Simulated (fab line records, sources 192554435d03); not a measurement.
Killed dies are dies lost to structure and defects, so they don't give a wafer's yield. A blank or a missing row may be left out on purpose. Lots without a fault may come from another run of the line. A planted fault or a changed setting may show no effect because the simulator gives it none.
One fault seen from 3 desks | flow n5_finfet | each desk has only its own numbers; what lay behind them comes last

THE METROLOGY DESK
What the gauges read, lot by lot, whatever tool the lot ran on: means of the sampled wafers that have a number. A lot is out of limits, marked OUT, if its mean lies more than 4 standard deviations from the usual mean; the brackets give that distance. Of its 11 readings 7 are shown: the one that was out of limits first, and those that lie furthest out on some lot.
Columns: A = GC_FILL_THK at N5_GATE_CUT_THK_MEAS_24, usual 220.1 nm; B = DIBL_P at N5_BEOL_M4_RC_MEAS_101, usual 36.4 mV/V; C = IOFF_N at N5_BEOL_M4_RC_MEAS_101, usual 0.164 nA/um; D = ION_N at N5_BEOL_M4_RC_MEAS_101, usual 675 uA/um; E = SS_N at N5_BEOL_M4_RC_MEAS_101, usual 71.5 mV/dec; F = SS_P at N5_BEOL_M4_RC_MEAS_101, usual 73.3 mV/dec; G = VT_N at N5_BEOL_M4_RC_MEAS_101, usual 249.2 mV
lot  | first seen here | A                | B    | C     | D   | E    | F    | G
L694 | day 4 20:07     | 217.5            | 35.4 | 0.148 | 669 | 71.3 | 73.7 | 251.8
L695 | day 5 07:22     | 219.9            | 37.2 | 0.166 | 682 | 71.5 | 73.5 | 248.4
L697 | day 5 15:32     | 222.3            | 34.9 | 0.151 | 673 | 70.9 | 73.0 | 251.3
L708 | day 8 12:01     | 227.6 (+4.1) OUT | 34.2 | 0.150 | 680 | 71.7 | 72.5 | 251.6
L710 | day 9 02:44     | 219.5            | 38.5 | 0.225 | 699 | 71.8 | 74.1 | 245.0
L712 | day 9 08:13     | 227.2            | 35.5 | 0.141 | 672 | 71.3 | 73.0 | 251.4
L713 | day 9 14:07     | 224.3            | 37.1 | 0.155 | 676 | 71.8 | 72.9 | 247.7
L715 | day 10 06:15    | 220.1            | 36.4 | 0.151 | 665 | 71.7 | 72.6 | 250.5
L716 | day 10 10:14    | 220.1            | 36.7 | 0.174 | 676 | 71.4 | 73.9 | 249.2
This desk's finding: out of limits on L708; first on L708, day 8 12:01 (GC_FILL_THK at N5_GATE_CUT_THK_MEAS_24). In limits: L694, L695, L697, L710, L712, L713, L715, L716.

THE TOOL OWNER'S DESK: pecvd-02
The tool's own readings at N5_GATE_CUT_HM_DEP_46 (deposits SiO2 from TEOS/O2, target thk 130 nm, time 26.6 s): means of the sampled wafers that have a number, for each lot that ran on this tool. A lot is out of limits, marked OUT, if its mean lies more than 4 standard deviations from the usual mean; the brackets give that distance.
Columns: A = heater_power_w at N5_GATE_CUT_HM_DEP_46, usual 546 W; B = showerhead_plenum_p_Torr at N5_GATE_CUT_HM_DEP_46, usual 8.35 Torr; C = throttle_valve_pct at N5_GATE_CUT_HM_DEP_46, usual 18.4 %
lot  | first seen here | A   | B    | C
L694 | day 4 16:50     | 600 | 8.37 | 17.9
L695 | day 5 04:13     | 537 | 8.36 | 17.8
L708 | day 8 08:55     | 566 | 8.32 | 17.5
L712 | day 9 05:01     | 622 | 8.37 | 18.5
L713 | day 9 10:38     | 678 | 8.37 | 18.1
This desk's finding: nothing out of limits on any of the 5 lots.

THE DEFECT DESK
What the inspections along the route counted, lot by lot: means of the sampled wafers that have a number. A lot is out of limits, marked OUT, if its mean lies more than 4 standard deviations from the usual mean; the brackets give that distance.
Columns: A = raw_defect_count at N5_GATE_CUT_INSPECT_15, usual 139
lot  | first seen here | A
L694 | day 4 17:16     | 62
L695 | day 5 04:38     | 96
L697 | day 5 12:53     | 170
L708 | day 8 09:22     | 178
L710 | day 8 20:28     | 134
L712 | day 9 05:34     | 150
L713 | day 9 11:11     | 93
L715 | day 10 03:31    | 126
L716 | day 10 07:35    | 206
This desk's finding: nothing out of limits on any of the 9 lots.

PUT TOGETHER
The metrology desk could have raised an alarm at day 8 12:01, on L708.
The tool owner's desk saw nothing out of limits.
The defect desk saw nothing out of limits.
The tool owner's desk has L708 on record, within its limits.
The defect desk has L708 on record, within its limits.
Of the lots named, all ran N5_GATE_CUT_HM_DEP_46 on pecvd-02.

WHAT THE SIMULATOR HAD PUT IN
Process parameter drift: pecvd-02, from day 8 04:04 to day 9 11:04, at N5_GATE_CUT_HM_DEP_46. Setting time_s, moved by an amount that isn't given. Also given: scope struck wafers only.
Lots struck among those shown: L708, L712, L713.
Hours from the fault's start to each desk's first reading out of limits: the metrology desk, 8.
